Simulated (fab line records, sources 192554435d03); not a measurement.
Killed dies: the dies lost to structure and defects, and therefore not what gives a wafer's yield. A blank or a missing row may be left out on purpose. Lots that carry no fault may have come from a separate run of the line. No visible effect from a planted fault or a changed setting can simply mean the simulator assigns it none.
The same fault as seen by 2 desks    flow n5 finfet    numbers are kept per desk, each desk with only its own; the story behind them comes last

FOR THE TOOL OWNER'S DESK: rie diel-06
The tool's own readings at N5_BEOL_M4_ETCH_63 (etches SiARC in CF4, target depth 15.6 nm, time 26 s): means of the sampled wafers that have a number, for each lot that ran on this tool. The brackets show how far a lot's mean lies from the usual mean; more than 4 standard deviations puts the lot out of limits, marked OUT.
Columns: A = drypump motor current A at N5_BEOL_M4_ETCH_63, usual 5.6 A; B = etch rf on time s at N5_BEOL_M4_ETCH_63, usual 25.8 s; C = oes product au at N5_BEOL_M4_ETCH_63, usual 0.69 a.u.; D = rf vpp V at N5_BEOL_M4_ETCH_63, usual 184.2 V; E = showerhead plenum p Torr at N5_BEOL_M4_ETCH_63, usual 2.15 Torr; F = throttle valve pct at N5_BEOL_M4_ETCH_63, usual 15.59 %
lot   first seen here  A    B               C     D      E     F
L304  day 8 12:01      5.3  26.0            0.70  184.9  2.21  15.49
L310  day 9 03:21      5.6  26.3            0.65  184.3  2.14  15.64
L314  day 11 02:41     5.8  20.8 (-11) OUT  0.78  183.4  2.09  15.67
This desk finds L314 out of limits, L314 being first, at day 11 02:41 (etch rf on time s at N5_BEOL_M4_ETCH_63). L304, L310: within limits.

FROM THE METROLOGY DESK
What the gauges read, lot by lot, whatever tool the lot ran on: means of the sampled wafers that have a number. The brackets show how far a lot's mean lies from the usual mean; more than 4 standard deviations puts the lot out of limits, marked OUT. 7 of its 11 readings are shown, namely those furthest out on some lot.
Columns: A = DIBL_N at N5_BEOL_M4_RC_MEAS_101, usual 36.0 mV/V; B = DIBL_P at N5_BEOL_M4_RC_MEAS_101, usual 36.2 mV/V; C = IOFF_N at N5_BEOL_M4_RC_MEAS_101, usual 0.16 nA/um; D = IOFF_P at N5_BEOL_M4_RC_MEAS_101, usual 0.21 nA/um; E = ION_N at N5_BEOL_M4_RC_MEAS_101, usual 679 uA/um; F = SS_N at N5_BEOL_M4_RC_MEAS_101, usual 71.4 mV/dec; G = VT_P at N5_BEOL_M4_RC_MEAS_101, usual -251 mV
lot   first seen here  A     B     C     D     E    F     G
L305  day 8 10:41      34.0  33.4  0.14  0.19  674  70.8  -251
L304  day 8 11:14      37.2  36.9  0.17  0.25  685  71.4  -247
L309  day 8 22:55      35.9  35.0  0.15  0.19  681  70.8  -252
L308  day 8 23:10      34.1  35.4  0.16  0.23  678  70.6  -246
L310  day 9 02:19      36.6  37.2  0.17  0.23  682  71.6  -248
L314  day 11 00:04     37.1  38.4  0.18  0.26  682  71.6  -247
L319  day 11 08:06     34.9  35.2  0.17  0.20  693  71.6  -251
L327  day 13 18:14     37.4  38.2  0.18  0.24  686  71.7  -251
L326  day 13 21:06     38.6  40.8  0.22  0.27  686  72.2  -248
This desk found nothing out of limits on any of the 9 lots.

ALL TOGETHER
The tool owner's desk had the chance to raise an alarm at day 11 02:41 on L314.
From the metrology desk's view, nothing was out of limits.
The metrology desk holds a record of L314, inside its limits.
The lots listed all ran N5_BEOL_M4_ETCH_63 on rie diel-06.

WHAT WAS PUT IN BY THE SIMULATOR
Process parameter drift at N5_BEOL_M4_ETCH_63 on rie diel-06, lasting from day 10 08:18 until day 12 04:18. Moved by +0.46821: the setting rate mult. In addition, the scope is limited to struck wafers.
Shown lots that were struck: L314.
Hours from the fault's start to each desk's first reading out of limits: the tool owner's desk, 18.
